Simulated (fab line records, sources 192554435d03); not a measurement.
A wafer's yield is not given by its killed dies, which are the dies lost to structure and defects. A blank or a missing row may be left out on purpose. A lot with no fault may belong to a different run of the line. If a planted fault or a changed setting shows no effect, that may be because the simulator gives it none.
Which tool was responsible? / flow n5Finfet / 24 lots with 72 wafers sampled at 2 steps, on a route of 1938 steps

## WHAT THE GAUGES SHOWED, per wafer
N5_BEOL_M7_CD_MEAS_11 targets a cd of 38.5 nm. Usual: cdNm at 38.5 nm, with a standard deviation of 0.55.
lot=L074; measured=day 9 09:52; on=cdSem-02; cdNm (nm)=38.2 38.2 38.4; flag=
lot=L075; measured=day 9 10:25; on=cdSem-01; cdNm (nm)=37.6 37.7 37.8; flag=
lot=L077; measured=day 9 13:47; on=cdSem-02; cdNm (nm)=38.8 38.6 39.0; flag=
lot=L076; measured=day 9 17:47; on=cdSem-02; cdNm (nm)=39.1 39.2 38.7; flag=
lot=L078; measured=day 10 06:47; on=cdSem-03; cdNm (nm)=39.0 38.1 38.9; flag=
lot=L079; measured=day 10 07:04; on=cdSem-03; cdNm (nm)=38.6 38.9 39.1; flag=
lot=L080; measured=day 10 14:25; on=cdSem-03; cdNm (nm)=38.6 39.4 38.2; flag=
lot=L081; measured=day 10 20:11; on=cdSem-03; cdNm (nm)=38.1 37.9 37.6; flag=
lot=L082; measured=day 11 14:07; on=cdSem-02; cdNm (nm)=39.0 38.3 38.8; flag=
lot=L083; measured=day 11 18:43; on=cdSem-01; cdNm (nm)=38.6 38.6 38.3; flag=
lot=L084; measured=day 11 18:52; on=cdSem-01; cdNm (nm)=38.4 38.7 39.2; flag=
lot=L085; measured=day 12 06:32; on=cdSem-01; cdNm (nm)=38.9 37.6 38.0; flag=
lot=L086; measured=day 12 10:35; on=cdSem-02; cdNm (nm)=38.4 38.2 37.9; flag=
lot=L087; measured=day 12 16:19; on=cdSem-02; cdNm (nm)=38.5 38.8 38.1; flag=
lot=L088; measured=day 12 16:35; on=cdSem-01; cdNm (nm)=38.2 37.7 38.1; flag=
lot=L089; measured=day 12 16:40; on=cdSem-02; cdNm (nm)=38.0 39.0 38.3; flag=
lot=L090; measured=day 13 12:52; on=cdSem-03; cdNm (nm)=38.0 38.0 38.2; flag=
lot=L092; measured=day 13 18:43; on=cdSem-03; cdNm (nm)=39.0 38.4 39.3; flag=
lot=L093; measured=day 13 19:01; on=cdSem-01; cdNm (nm)=38.6 38.7 38.7; flag=
lot=L094; measured=day 14 06:29; on=cdSem-03; cdNm (nm)=38.9 37.9 38.2; flag=
lot=L095; measured=day 14 14:46; on=cdSem-02; cdNm (nm)=38.3 40.2 38.5; flag=
lot=L096; measured=day 14 15:00; on=cdSem-02; cdNm (nm)=38.3 38.8 37.7; flag=
lot=L097; measured=day 14 21:28; on=cdSem-02; cdNm (nm)=39.2 38.6 38.6; flag=
lot=L091; measured=day 15 11:46; on=cdSem-01; cdNm (nm)=38.0 38.5 38.8; flag=

## WHAT TOOL EACH LOT RAN ON (gives the tool, then ch and the chambers of the sampled wafers, and finally the start)
lot=L074; N5_BEOL_M7_CURE_74=uvCure-03 ch 1, day 9 08:04
lot=L075; N5_BEOL_M7_CURE_74=uvCure-02 ch 0, day 9 09:11
lot=L077; N5_BEOL_M7_CURE_74=uvCure-03 ch 1, day 9 11:27
lot=L076; N5_BEOL_M7_CURE_74=uvCure-03 ch 2, day 9 15:38
lot=L078; N5_BEOL_M7_CURE_74=uvCure-02 ch 1, day 10 04:38
lot=L079; N5_BEOL_M7_CURE_74=uvCure-02 ch 1, day 10 04:58
lot=L080; N5_BEOL_M7_CURE_74=uvCure-02 ch 0, day 10 13:23
lot=L081; N5_BEOL_M7_CURE_74=uvCure-01 ch 2, day 10 18:45
lot=L082; N5_BEOL_M7_CURE_74=uvCure-01 ch 2, day 11 10:46
lot=L083; N5_BEOL_M7_CURE_74=uvCure-02 ch 2, day 11 16:02
lot=L084; N5_BEOL_M7_CURE_74=uvCure-01 ch 0, day 11 16:29
lot=L085; N5_BEOL_M7_CURE_74=uvCure-02 ch 1, day 12 04:42
lot=L086; N5_BEOL_M7_CURE_74=uvCure-01 ch 0, day 12 08:25
lot=L087; N5_BEOL_M7_CURE_74=uvCure-03 ch 0, day 12 13:48
lot=L088; N5_BEOL_M7_CURE_74=uvCure-02 ch 0, day 12 14:07
lot=L089; N5_BEOL_M7_CURE_74=uvCure-02 ch 1, day 12 14:45
lot=L090; N5_BEOL_M7_CURE_74=uvCure-03 ch 0, day 13 10:25
lot=L092; N5_BEOL_M7_CURE_74=uvCure-02 ch 0, day 13 16:12
lot=L093; N5_BEOL_M7_CURE_74=uvCure-03 ch 0, day 13 17:25
lot=L094; N5_BEOL_M7_CURE_74=uvCure-03 ch 2, day 14 04:25
lot=L095; N5_BEOL_M7_CURE_74=uvCure-01 ch 1, day 14 11:47
lot=L096; N5_BEOL_M7_CURE_74=uvCure-03 ch 2, day 14 13:40
lot=L097; N5_BEOL_M7_CURE_74=uvCure-02 ch 2, day 14 19:47
lot=L091; N5_BEOL_M7_CURE_74=uvCure-03 ch 1, day 15 10:24
- N5_BEOL_M7_CURE_74: cures SiCOH lowk, time 240 s.

## AS READ BY THE TOOLS THEMSELVES (means over the sampled wafers that have a number; for cases with no such wafer, the mark the record gives instead)
N5_BEOL_M7_CURE_74. Usual: lampPowerPct 52.32 %, standard deviation 0.057; wafer_temp_C_max 386.5, standard deviation 0.49.
lot=L074; tool=uvCure-03; lampPowerPct (%)=52.31; wafer_temp_C_max=386.1; flag=
lot=L075; tool=uvCure-02; lampPowerPct (%)=52.28; wafer_temp_C_max=386.4; flag=
lot=L077; tool=uvCure-03; lampPowerPct (%)=52.32; wafer_temp_C_max=386.3; flag=
lot=L076; tool=uvCure-03; lampPowerPct (%)=52.36; wafer_temp_C_max=386.7; flag=
lot=L078; tool=uvCure-02; lampPowerPct (%)=52.32; wafer_temp_C_max=386.0; flag=
lot=L079; tool=uvCure-02; lampPowerPct (%)=52.29; wafer_temp_C_max=385.9; flag=
lot=L080; tool=uvCure-02; lampPowerPct (%)=52.29; wafer_temp_C_max=386.7; flag=
lot=L081; tool=uvCure-01; lampPowerPct (%)=52.37; wafer_temp_C_max=386.9; flag=
lot=L082; tool=uvCure-01; lampPowerPct (%)=52.31; wafer_temp_C_max=386.8; flag=
lot=L083; tool=uvCure-02; lampPowerPct (%)=52.32; wafer_temp_C_max=386.6; flag=
lot=L084; tool=uvCure-01; lampPowerPct (%)=52.32; wafer_temp_C_max=386.9; flag=
lot=L085; tool=uvCure-02; lampPowerPct (%)=52.33; wafer_temp_C_max=385.9; flag=
lot=L086; tool=uvCure-01; lampPowerPct (%)=52.33; wafer_temp_C_max=387.5; flag=
lot=L087; tool=uvCure-03; lampPowerPct (%)=52.31; wafer_temp_C_max=386.1; flag=
lot=L088; tool=uvCure-02; lampPowerPct (%)=52.32; wafer_temp_C_max=386.5; flag=
lot=L089; tool=uvCure-02; lampPowerPct (%)=52.33; wafer_temp_C_max=386.3; flag=
lot=L090; tool=uvCure-03; lampPowerPct (%)=52.28; wafer_temp_C_max=386.2; flag=
lot=L092; tool=uvCure-02; lampPowerPct (%)=52.24; wafer_temp_C_max=386.6; flag=
lot=L093; tool=uvCure-03; lampPowerPct (%)=52.26; wafer_temp_C_max=386.2; flag=
lot=L094; tool=uvCure-03; lampPowerPct (%)=52.34; wafer_temp_C_max=386.5; flag=
lot=L095; tool=uvCure-01; lampPowerPct (%)=52.28; wafer_temp_C_max=386.7; flag=
lot=L096; tool=uvCure-03; lampPowerPct (%)=52.37; wafer_temp_C_max=386.3; flag=
lot=L097; tool=uvCure-02; lampPowerPct (%)=52.29; wafer_temp_C_max=387.2; flag=
lot=L091; tool=uvCure-03; lampPowerPct (%)=52.32; wafer_temp_C_max=386.3; flag=

## THE ANSWER, worked out from the rows above alone
Rule: a lot is off if the mean of its wafers that have a number lies more than 3 standard deviations from the usual mean. A lot without any number at a reading at which 4 lots or more have one is off too. Any other lot the step has rows for is counted as sound. Order of review: gauges by route order, followed by the tools' own readings, for which a lot's mean as printed above is used. At the first step where some lot is off, the reading lying furthest off is the one used; lots without a number count as furthest.
No lot is off at any reading shown: from this, nothing can be told.

## WHAT THE SIMULATOR HAD PUT IN
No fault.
